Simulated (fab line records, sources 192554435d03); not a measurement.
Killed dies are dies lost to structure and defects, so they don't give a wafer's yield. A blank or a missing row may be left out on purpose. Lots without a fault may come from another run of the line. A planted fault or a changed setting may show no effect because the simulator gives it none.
A struck lot beside a sound one | flow n5_finfet | 16 steps out of a route of 1938
Sound: wafers L973.1, L973.2, L973.3. Struck: wafers L975.1, L975.6. (L975.4 of the same lot was not struck and is left out.) The cause comes at the end.
At each step with rows: each side's tool, then ch and its chambers, then its first start. Under that, the readings that differ: sound wafers | struck wafers | difference of the means | sigmas: that difference in standard deviations of wafers without a fault.
alike: readings whose means differ by less than 2 such deviations, and words and numbers that are the same on both sides. not compared: withheld readings, readings that some wafer has no value for, bounds like >300 that may hide the same value, and numbers for which the record gives no deviation and whose values overlap.
The two part at a step that has a row with sigmas, a row that says differs or no value, or rows on one side only. Numbers that don't overlap but have no deviation are shown without sigmas and don't part them. A reading that every wafer of one side lacks parts them only if that side has two wafers or more.

first, 7 steps without rows for these wafers: N5_GATE_CUT_COAT_27 (time 60 s, resist thk 10 nm); N5_GATE_CUT_COAT_07 (resist thk 30 nm); N5_GATE_CUT_EBR_09; N5_GATE_CUT_SOFTBAKE_08 (time 60 s); N5_GATE_CUT_EXPOSE_10 (exposes mask GATE CUT, target cd 20 nm); N5_GATE_CUT_PEB_11 (peb time 60 s); N5_GATE_CUT_DEVELOP_12 (develop time 30 s).
N5_GATE_CUT_CD_MEAS_13: target cd 20 nm.
  sound on cd_sem-03 ch 0, day 6 18:34; struck on cd_sem-03 ch 0, day 7 04:41
  alike: cd_nm
N5_GATE_CUT_OVL_MEAS_14:
  sound on overlay-02 ch 0, day 6 18:36; struck on overlay-01 ch 0, day 7 04:43
  alike: GATE_CUT_OVL
N5_GATE_CUT_INSPECT_15: inspects for defects (brightfield).
  sound on defect_inspect-01, day 6 18:40; struck on defect_inspect-02, day 7 04:46
  alike: raw_defect_count
N5_GATE_CUT_DESCUM_18: chemistry O2, time 7 s.
  sound on rie_diel-04 ch 1,2,3, day 6 18:41; struck on rie_diel-02 ch 2,3, day 7 04:49
  alike: bias_power_w, drypump_motor_current_A, oes_product_au, rf_vpp_V, showerhead_plenum_p_Torr, throttle_valve_pct
  not compared: rf_hours_counter_h
N5_GATE_CUT_ETCH_28: etches underlayer in N2/H2, target depth 13 nm, time 10.4 s.
  sound on rie_diel-04 ch 1,2,3, day 6 18:44; struck on rie_diel-02 ch 2,3, day 7 04:50
  reading               | sound             | struck     | difference | sigmas
  etch_rf_on_time_s (s) | 10.50 10.73 10.59 | 10.22 9.91 | -0.54      | -3
  alike: bias_w, drypump_motor_current_A, oes_product_au, rf_vpp_V, showerhead_plenum_p_Torr, throttle_valve_pct
  not compared: rf_hours_counter_h
N5_GATE_CUT_ETCH_36: etches SiARC in CF4, target depth 13 nm, time 21.7 s.
  sound on rie_diel-04 ch 1,2,3, day 6 18:45; struck on rie_diel-02 ch 2,3, day 7 04:52
  reading               | sound          | struck    | difference | sigmas
  etch_rf_on_time_s (s) | 21.7 22.2 22.2 | 16.1 15.6 | -6.2       | -14
  oes_product_au (a.u.) | 0.64 0.74 0.58 | 0.80 0.77 | +0.13      | +2
  alike: bias_w, drypump_motor_current_A, rf_vpp_V, showerhead_plenum_p_Torr, throttle_valve_pct
  not compared: rf_hours_counter_h
N5_GATE_CUT_ETCH_37: etches SOC in N2/H2, target depth 60 nm, overetch 12 nm, time 90 s.
  sound on rie_diel-04 ch 1,2,3, day 6 18:46; struck on rie_diel-02 ch 2,3, day 7 04:53
  alike: bias_w, drypump_motor_current_A, oes_product_au, rf_vpp_V, showerhead_plenum_p_Torr, throttle_valve_pct
  not compared: rf_hours_counter_h
-- the record jumps here: 3 days lie between the struck wafers' starts before and after (it left off in module GATE_CUT and takes up again in module BEOL_M4, whose first step shown is number 1111 of the route) --
N5_BEOL_M4_RC_MEAS_101:
  sound on prober-01 ch 0, day 11 02:23; struck on prober-01 ch 0, day 10 11:14
  reading        | sound          | struck    | difference | sigmas
  IOFF_N (nA/um) | 0.20 0.19 0.24 | 0.13 0.13 | -0.08      | -2
  ION_N (uA/um)  | 697 697 690    | 670 661   | -29        | -2
  SS_N (mV/dec)  | 72.0 71.1 73.6 | 70.3 70.8 | -1.7       | -3
  VT_N (mV)      | 246 244 244    | 254 253   | +9         | +2
  alike: DIBL_N, DIBL_P, IOFF_P, ION_P, SS_P, VT_P
-- the record jumps here: 4 days lie between the struck wafers' starts before and after (it left off in module BEOL_M4 and takes up again in module PASSIVATION, whose first step shown is number 1936 of the route) --
N5_PASSIVATION_PROBE_49:
  the record has rows for the struck wafers here (prober-01, day 14 23:10) and none for the sound ones

WHERE THEY PART
First at N5_GATE_CUT_ETCH_28; last, within this record, at N5_PASSIVATION_PROBE_49.

WHY: what the simulator had put in
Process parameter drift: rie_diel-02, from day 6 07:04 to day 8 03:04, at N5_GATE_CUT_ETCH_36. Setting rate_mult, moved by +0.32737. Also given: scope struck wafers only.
